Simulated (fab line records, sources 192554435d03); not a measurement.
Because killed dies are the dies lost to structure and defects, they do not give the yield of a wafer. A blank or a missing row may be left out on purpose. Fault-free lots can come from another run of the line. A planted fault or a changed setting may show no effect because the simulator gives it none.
Chamber matching -- flow n5-finfet -- N5_DUMMY_GATE_ETCH_36 on rie-diel-03 has 4 sister chambers
The step etches SiARC in CF4, target depth 13 nm. 4 wafers are shown with their chamber, then 8 later ones without.

== EACH WAFER AND ITS CHAMBER ==
wafer,chamber,showerhead-plenum-p-Torr (Torr)
L088.3,2,2.19
L092.4,3,2.16
L092.5,1,2.12
L094.1,0,2.09

== WAFERS MISSING THEIR CHAMBER ==
wafer,showerhead-plenum-p-Torr (Torr)
L094.4,2.18
L094.5,2.18
L095.1,2.11
L095.3,2.16
L095.5,2.18
L097.2,2.09
L097.3,2.16
L097.5,2.18

== THE CHAMBER EACH PASSED THROUGH ==
wafer,from the rows above,in truth
L094.4,can't be placed: 2 or 3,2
L094.5,can't be placed: 2 or 3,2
L095.1,can't be placed: 1 or 0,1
L095.3,3,3
L095.5,can't be placed: 2 or 3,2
L097.2,0,0
L097.3,3,3
L097.5,can't be placed: 2 or 3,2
Correct placement for 3 of the 8. These rows do not allow placing 5 (true chamber among the candidates in 5). Wrongly placed: 0.
How it was worked out, from the rows above alone: a wafer's distance from a chamber is the root of the sum, over the readings, of the square of ((its reading less the chamber's mean) divided by the reading's scatter). If the next closest chamber is less than 2 further off than the closest, the wafer can't be placed; otherwise it belongs to the closest. The mean given for a chamber averages the wafers shown for that chamber. The scatter: root of mean squared gap, hidden wafer to nearest shown wafer, with one shown wafer a chamber.
